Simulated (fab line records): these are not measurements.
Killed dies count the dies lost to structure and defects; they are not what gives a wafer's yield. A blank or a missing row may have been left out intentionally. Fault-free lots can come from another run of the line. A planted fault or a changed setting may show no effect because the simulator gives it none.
3 desks, one fault || flow n5 finfet || only its own numbers are on each desk; what lay behind them is given at the end

== METROLOGY DESK ==
What the gauges read for every lot (on any tool): the sampled wafers with a number, averaged. Marked OUT: a lot whose mean sits more than 4 standard deviations from the usual mean, which makes it out of limits; the brackets give that distance. 7 of its 12 readings are shown, namely those furthest out on some lot.
Columns: A = cd nm at N5_FIN_SAQP_CD_MEAS_31, usual 8.08 nm; B = DIBL_N at N5_BEOL_M4_RC_MEAS_101, usual 36.2 mV/V; C = IOFF_P at N5_BEOL_M4_RC_MEAS_101, usual 0.21 nA/um; D = ION_P at N5_BEOL_M4_RC_MEAS_101, usual 463 uA/um; E = SS_N at N5_BEOL_M4_RC_MEAS_101, usual 71.5 mV/dec; F = VT_N at N5_BEOL_M4_RC_MEAS_101, usual 250 mV; G = VT_P at N5_BEOL_M4_RC_MEAS_101, usual -250 mV
{"lot": "L505", "first seen here": "day 2 01:21", "A": 8.15, "B": 39.3, "C": 0.27, "D": 476, "E": 71.9, "F": 248, "G": -246}
{"lot": "L507", "first seen here": "day 2 14:17", "A": 7.77, "B": 32.9, "C": 0.15, "D": 455, "E": 71.3, "F": 255, "G": -258}
{"lot": "L508", "first seen here": "day 2 20:07", "A": 8.05, "B": 36.4, "C": 0.23, "D": 464, "E": 71.3, "F": 249, "G": -247}
{"lot": "L509", "first seen here": "day 3 02:02", "A": 7.86, "B": 37.6, "C": 0.18, "D": 449, "E": 71.9, "F": 253, "G": -257}
{"lot": "L516", "first seen here": "day 4 20:16", "A": 7.86, "B": 34.2, "C": 0.19, "D": 470, "E": 70.4, "F": 253, "G": -249}
{"lot": "L519", "first seen here": "day 5 16:51", "A": 8.03, "B": 37.7, "C": 0.27, "D": 471, "E": 72.2, "F": 249, "G": -246}
{"lot": "L520", "first seen here": "day 6 00:16", "A": 7.96, "B": 35.4, "C": 0.20, "D": 465, "E": 71.5, "F": 248, "G": -252}
{"lot": "L524", "first seen here": "day 6 20:31", "A": 7.89, "B": 35.5, "C": 0.20, "D": 465, "E": 71.6, "F": 252, "G": -249}
{"lot": "L527", "first seen here": "day 7 14:37", "A": 8.10, "B": 34.4, "C": 0.20, "D": 461, "E": 71.1, "F": 254, "G": -250}
This desk's finding: nothing out of limits on any of the 9 lots.

== FOR THE TOOL OWNER'S DESK: rie si-06 ==
The tool's own readings at N5_FIN_SAQP_ETCH_64 (etches SiO2 in CF4, target depth 1.5 nm): means of the sampled wafers that have a number, for each lot that ran on this tool. Marked OUT: a lot whose mean sits more than 4 standard deviations from the usual mean, which makes it out of limits; the brackets give that distance.
Columns: A = drypump motor current A at N5_FIN_SAQP_ETCH_64, usual 5.5 A; B = oes product au at N5_FIN_SAQP_ETCH_64, usual 1.00 a.u.; C = rf fwd power W at N5_FIN_SAQP_ETCH_64, usual 783 W; D = throttle valve pct at N5_FIN_SAQP_ETCH_64, usual 21.67 %
{"lot": "L505", "first seen here": "day 2 01:40", "A": 5.3, "B": 1.00, "C": 785, "D": 21.73}
{"lot": "L508", "first seen here": "day 2 20:25", "A": 5.2, "B": 1.02, "C": 785, "D": 21.66}
{"lot": "L509", "first seen here": "day 3 02:20", "A": 5.2, "B": 1.00, "C": 788, "D": 21.83}
{"lot": "L519", "first seen here": "day 5 17:38", "A": 5.4, "B": 0.99, "C": 788, "D": 21.71}
{"lot": "L520", "first seen here": "day 6 00:40", "A": 5.4, "B": 1.02, "C": 782, "D": 21.53}
This desk's finding: nothing out of limits on any of the 5 lots.

== THE DEFECT DESK ==
Per lot, the means of the sampled wafers with a number show what the inspections along the route counted. Marked OUT: a lot whose mean sits more than 4 standard deviations from the usual mean, which makes it out of limits; the brackets give that distance.
Columns: A = raw defect count at N5_FIN_SAQP_INSPECT_40, usual 233; B = raw defect count at N5_FIN_CUT_INSPECT_10, usual 42
{"lot": "L505", "first seen here": "day 2 01:56", "A": 319, "B": 51}
{"lot": "L507", "first seen here": "day 2 14:53", "A": 241, "B": 49}
{"lot": "L508", "first seen here": "day 2 20:41", "A": 269, "B": 42}
{"lot": "L509", "first seen here": "day 3 02:37", "A": 226, "B": 40}
{"lot": "L516", "first seen here": "day 4 20:50", "A": 223, "B": 36}
{"lot": "L519", "first seen here": "day 5 17:54", "A": 379, "B": "250 (+17) OUT"}
{"lot": "L520", "first seen here": "day 6 00:56", "A": "645 (+5.8) OUT", "B": "477 (+36) OUT"}
{"lot": "L524", "first seen here": "day 6 21:43", "A": 201, "B": 39}
{"lot": "L527", "first seen here": "day 7 15:13", "A": 244, "B": 38}
This desk's verdict: out of limits on L519, L520, starting with L519 at day 5 18:25 (raw defect count at N5_FIN_CUT_INSPECT_10). L505, L507, L508, L509, L516, L524, L527 stayed within limits.

== ALL TOGETHER ==
The defect desk could have raised an alarm at day 5 18:25, on L519, L520.
At the metrology desk, nothing out of limits was observed.
The desk of the tool owner found nothing out of limits.
The metrology desk holds a record of L519, L520, inside its limits.
The tool owner's desk has L519, L520 on record, within its limits.
All the named lots went through N5_FIN_SAQP_ETCH_64 on rie si-06.

== WHAT HAD BEEN PUT IN BY THE SIMULATOR ==
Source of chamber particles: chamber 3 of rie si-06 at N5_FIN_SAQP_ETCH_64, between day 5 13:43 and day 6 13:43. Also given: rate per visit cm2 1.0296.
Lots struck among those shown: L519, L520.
Hours from the fault's start to each desk's first reading out of limits: the defect desk, 5.
